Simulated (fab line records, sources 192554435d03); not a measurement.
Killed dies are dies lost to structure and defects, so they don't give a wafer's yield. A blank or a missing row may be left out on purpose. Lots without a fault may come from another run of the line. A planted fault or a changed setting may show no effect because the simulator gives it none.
Split-lot experiment | flow n5_finfet | 7 lots, 21 wafers read, on a route of 1938 steps

THE SPLIT
At N5_PMOS_HMC_CHANNEL_EPI_PEB_07 (peb time 60 s), the setting peb_time_s was moved away from the recipe's 60 s on 7 of the 21 wafers read, by -13.7% to +15.7%. The other wafers ran this setting at the recipe's value.

FROM THE SPLIT TO THE READING: what the file shows between them, 1 step
- N5_PMOS_HMC_CHANNEL_EPI_DEVELOP_08: develop time 30 s

THE READING
cd_nm, in nm, at N5_PMOS_HMC_CHANNEL_EPI_CD_MEAS_09 (target cd 237.4 nm). Fault-free wafers of this fab line usually give 237.2 nm, standard deviation 1 nm.

wafer  | tool, chamber at the split | peb_time_s as run, s | against the recipe | cd_nm, nm | against lot-mates on the recipe
L078.2 | litho_track-05, 0          | 60                   | recipe             | 236.8     | -
L078.3 | litho_track-05, 0          | 60                   | recipe             | 237.5     | -
L078.6 | litho_track-05, 0          | 64.74                | +7.9%              | 240.2     | +3.0
L079.1 | litho_track-05, 0          | 60                   | recipe             | 236.8     | -
L079.3 | litho_track-05, 0          | 60                   | recipe             | 237.6     | -
L079.4 | litho_track-05, 0          | 60                   | recipe             | 237.3     | -
L084.3 | litho_track-01, 0          | 60                   | recipe             | 235.8     | -
L084.4 | litho_track-01, 0          | 63.48                | +5.8%              | 238.3     | +2.5
L084.5 | litho_track-01, 0          | 63.48                | +5.8%              | 238.6     | +2.8
L085.3 | litho_track-01, 0          | 51.79                | -13.7%             | 231.0     | -7.0
L085.4 | litho_track-01, 0          | 51.79                | -13.7%             | 229.0     | -9.0
L085.5 | litho_track-01, 0          | 60                   | recipe             | 238.0     | -
L088.1 | litho_track-01, 0          | 60                   | recipe             | 238.0     | -
L088.3 | litho_track-01, 0          | 60                   | recipe             | 237.8     | -
L088.4 | litho_track-01, 0          | 60                   | recipe             | 237.6     | -
L091.2 | litho_track-02, 0          | 69.42                | +15.7%             | 243.0     | +4.6
L091.3 | litho_track-02, 0          | 60                   | recipe             | 238.9     | -
L091.6 | litho_track-02, 0          | 60                   | recipe             | 238.0     | -
L097.2 | litho_track-05, 0          | 60                   | recipe             | 239.0     | -
L097.3 | litho_track-05, 0          | 60                   | recipe             | 238.9     | -
L097.5 | litho_track-05, 0          | 65.94                | +9.9%              | 242.0     | +3.1

THE FIT
A straight line over all 21 wafers: cd_nm changes by +0.439 nm for each +1% of peb_time_s; r = +0.93; the points scatter about the line by 1.1 nm.
The same after taking each lot's own level away (the mean of its wafers on the recipe; 21 wafers): +0.45 nm for each +1%; r = +0.96; scatter 0.9 nm.
On that fit, the largest move of peb_time_s shifts the reading by 7.1 nm.
The lots' own levels span 235.80 to 238.95 nm, that is 3.1 times the standard deviation above.
So the lot-to-lot level changes the slope little: the two slopes agree.
Check: with one of the wafers moved furthest among these (+15.7%) left out of the fit, the line predicts +7.66 nm for it against its lot-mates. It came out at +4.55 nm against them.

OTHER SPLITS ON THESE WAFERS
These wafers also went through other splits before the reading. Each is held against what the fit with the lots' levels taken away leaves over:
other split on the same wafers | wafers away from the commonest value | r with cd_nm (lot level and that fit taken away)
N5_ZERO_LAYER_PECVD_02 time_s  | 6                                    | +0.09
N5_ZERO_LAYER_ETCH_18 icp_w    | 6                                    | +0.16

THE WHOLE CHAIN: every reading that the file lists as answering this split, in the file's order
step                                  | what it does                                                | reading                                                                     | change (the file's fit)               | r (the file's)
N5_PMOS_HMC_CHANNEL_EPI_CD_MEAS_09    | target cd 237.4 nm                                          | cd_nm                                                                       | +0.398 nm for each +1% of the setting | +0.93
N5_PMOS_HMC_CHANNEL_EPI_DESCUM_14     | chemistry O2, time 7.9 s                                    | PMOS_HMC_CHANNEL_EPI.cd_nm (the simulator's own value, which no gauge read) | +0.399 nm for each +1% of the setting | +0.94
N5_PMOS_HMC_CHANNEL_EPI_FIN_RECESS_16 | chemistry HBr/Cl2, target Si, target depth 54 nm, time 18 s | PMOS_HMC_CHANNEL_EPI.cd_nm (the simulator's own value, which no gauge read) | +0.405 nm for each +1% of the setting | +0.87

THE FILE'S OWN FIT
cd_nm changes by +0.398 nm for each +1% of peb_time_s, r = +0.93.
